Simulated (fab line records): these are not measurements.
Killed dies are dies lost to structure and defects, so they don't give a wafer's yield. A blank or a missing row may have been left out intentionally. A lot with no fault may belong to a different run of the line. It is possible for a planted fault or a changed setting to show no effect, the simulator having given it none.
Split-lot experiment + flow n5_finfet + 21 wafers read from 7 lots, route of 1938 steps

== ABOUT THE SPLIT ==
At N5_BEOL_M7_DEP_56 (deposits SiCN from 3MS/NH3, target thk 10 nm, time 17.5 s), the setting time_s was moved away from the recipe's 17.5 s on 4 of the 21 wafers read, by -13.4% to -7.8%. This setting was run at the recipe's value on the other wafers.

Reading taken at the split's own step.

== THE READING ==
SiCN_of_BEOL_M7_DEP_56.thk_nm (the simulator's own value, which no gauge read), in nm, at N5_BEOL_M7_DEP_56 (deposits SiCN from 3MS/NH3, target thk 10 nm, time 17.5 s). There is no usual value for it anywhere in the file. Here, 17 wafers ran the recipe; their average is 10.0 nm with a standard deviation of 0.2 nm.

| wafer  | tool, chamber at the split | time_s as run, s | against the recipe | SiCN_of_BEOL_M7_DEP_56.thk_nm, nm | against lot-mates on the recipe |
|--------|----------------------------|------------------|--------------------|-----------------------------------|---------------------------------|
| L076.4 | pecvd-02, 0                | 17.5             | recipe             | 10.2                              | -                               |
| L076.5 | pecvd-02, 0                | 17.5             | recipe             | 10.4                              | -                               |
| L076.6 | pecvd-02, 1                | 17.5             | recipe             | 10                                | -                               |
| L075.2 | pecvd-02, 0                | 17.5             | recipe             | 10                                | -                               |
| L075.5 | pecvd-02, 0,1              | 17.5             | recipe             | 10.2                              | -                               |
| L075.6 | pecvd-02, 0,1              | 17.5             | recipe             | 10.2                              | -                               |
| L081.2 | pecvd-01, 0                | 17.5             | recipe             | 9.8                               | -                               |
| L081.3 | pecvd-01, 2                | 15.15            | -13.4%             | 8.6                               | -1.2                            |
| L081.4 | pecvd-01, 0                | 15.15            | -13.4%             | 8.8                               | -1.0                            |
| L083.4 | pecvd-01, 1,0              | 17.5             | recipe             | 10                                | -                               |
| L083.6 | pecvd-01, 1,0              | 17.5             | recipe             | 10                                | -                               |
| L083.5 | pecvd-01, 2                | 17.5             | recipe             | 10.2                              | -                               |
| L082.1 | pecvd-03, 2                | 17.5             | recipe             | 10                                | -                               |
| L082.3 | pecvd-03, 0                | 17.5             | recipe             | 9.8                               | -                               |
| L082.5 | pecvd-03, 0                | 15.98            | -8.7%              | 9.2                               | -0.7                            |
| L097.2 | pecvd-03, 2                | 16.13            | -7.8%              | 9.2                               | -0.7                            |
| L097.3 | pecvd-03, 0                | 17.5             | recipe             | 9.8                               | -                               |
| L097.5 | pecvd-03, 1                | 17.5             | recipe             | 10                                | -                               |
| L096.2 | pecvd-01, 2                | 17.5             | recipe             | 9.6                               | -                               |
| L096.3 | pecvd-01, 0,1              | 17.5             | recipe             | 9.8                               | -                               |
| L096.4 | pecvd-01, 0,1              | 17.5             | recipe             | 9.8                               | -                               |
Rows listing several chambers each stand for several wafers; the file does not say which wafer went through which chamber.

FIT RESULTS
A straight line over all 21 wafers: SiCN_of_BEOL_M7_DEP_56.thk_nm changes by +0.0957 nm for each +1% of time_s; r = +0.92; the points scatter about the line by 0.19 nm.
The same after taking each lot's own level away (the mean of its wafers on the recipe; 21 wafers): +0.0826 nm for each +1%; r = +0.96; scatter 0.11 nm.
On that fit, the largest move of time_s shifts the reading by 1.1 nm.
Across the lots, their own levels run from 9.73 to 10.20 nm, a range of 2.3 times the standard deviation given above.
Thus the slope moves with the lot-to-lot level: the two fits are different.
Check: with one of the wafers moved furthest among these (-13.4%) left out of the fit, the line predicts -1.06 nm for it against its lot-mates. It came out at -1.2 nm against them.

== THESE WAFERS: OTHER SPLITS ==
Note: prior to the reading, these wafers also went through further splits. Each is held against what the fit with the lots' levels taken away leaves over:
| other split on the same wafers    | wafers away from the commonest value | r with SiCN_of_BEOL_M7_DEP_56.thk_nm (lot level and that fit taken away) |
|-----------------------------------|--------------------------------------|--------------------------------------------------------------------------|
| N5_BEOL_M4_COAT_73 spin_rpm       | 5                                    | -0.16                                                                    |
| N5_BEOL_M4_DESCUM_16 time_s       | 6                                    | -0.03                                                                    |
| N5_BEOL_M4_COAT_67 spin_rpm       | 7                                    | -0.26                                                                    |
| N5_BEOL_M5_ETCH_72 source_w       | 6                                    | +0.09                                                                    |
| N5_BEOL_M5_COAT_66 spin_rpm       | 9                                    | -0.11                                                                    |
| N5_BEOL_M7_PECVD_70 temp_c        | 6                                    | +0.07                                                                    |
| N5_BEOL_M7_HM_DEP_02 target_thk_a | 7                                    | +0.13                                                                    |

== THE FILE'S OWN FIT ==
SiCN_of_BEOL_M7_DEP_56.thk_nm changes by +0.0831 nm for each +1% of time_s, r = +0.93.
